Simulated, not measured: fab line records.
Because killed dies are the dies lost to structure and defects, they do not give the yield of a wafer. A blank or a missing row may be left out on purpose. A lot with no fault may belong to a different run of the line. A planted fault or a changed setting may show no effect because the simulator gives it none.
Chamber matching / flow nand_harc / 3 sister chambers for NHARC_A_CONTACT_DEP_85 on pecvd-04
The step deposits SiON, target thk 60 nm. 3 wafers are shown with their chamber, then 8 later ones without.

== WAFERS PAIRED WITH THEIR CHAMBERS ==
wafer=L091.2; chamber=0; heater_power_w (W)=754
wafer=L091.5; chamber=1; heater_power_w (W)=694
wafer=L090.1; chamber=2; heater_power_w (W)=607

== WAFERS MISSING THEIR CHAMBER ==
wafer=L090.3; heater_power_w (W)=752
wafer=L090.5; heater_power_w (W)=787
wafer=L092.1; heater_power_w (W)=616
wafer=L092.2; heater_power_w (W)=632
wafer=L092.4; heater_power_w (W)=630
wafer=L093.1; heater_power_w (W)=851
wafer=L093.5; heater_power_w (W)=765
wafer=L093.6; heater_power_w (W)=827

== WHICH CHAMBER EACH WENT THROUGH ==
wafer=L090.3; from the rows above=can't be placed: 0 or 1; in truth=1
wafer=L090.5; from the rows above=can't be placed: 0 or 1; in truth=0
wafer=L092.1; from the rows above=can't be placed: 2 or 1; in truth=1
wafer=L092.2; from the rows above=can't be placed: 2 or 1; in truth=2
wafer=L092.4; from the rows above=can't be placed: 2 or 1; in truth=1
wafer=L093.1; from the rows above=can't be placed: 0 or 1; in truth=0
wafer=L093.5; from the rows above=can't be placed: 0 or 1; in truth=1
wafer=L093.6; from the rows above=can't be placed: 0 or 1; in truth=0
0 of 8 placed correctly. Not placeable from these rows: 8 (in 8, the candidates include the true chamber). Wrongly placed: 0.
How it was worked out, from the rows above alone: a wafer's distance from a chamber is the root of the sum, over the readings, of the square of ((its reading less the chamber's mean) divided by the reading's scatter). If the next closest chamber is less than 2 further off than the closest, the wafer can't be placed; otherwise it belongs to the closest. For every chamber, the mean is computed from those of its wafers that are shown. The scatter: root of mean squared gap, hidden wafer to nearest shown wafer, with one shown wafer a chamber.
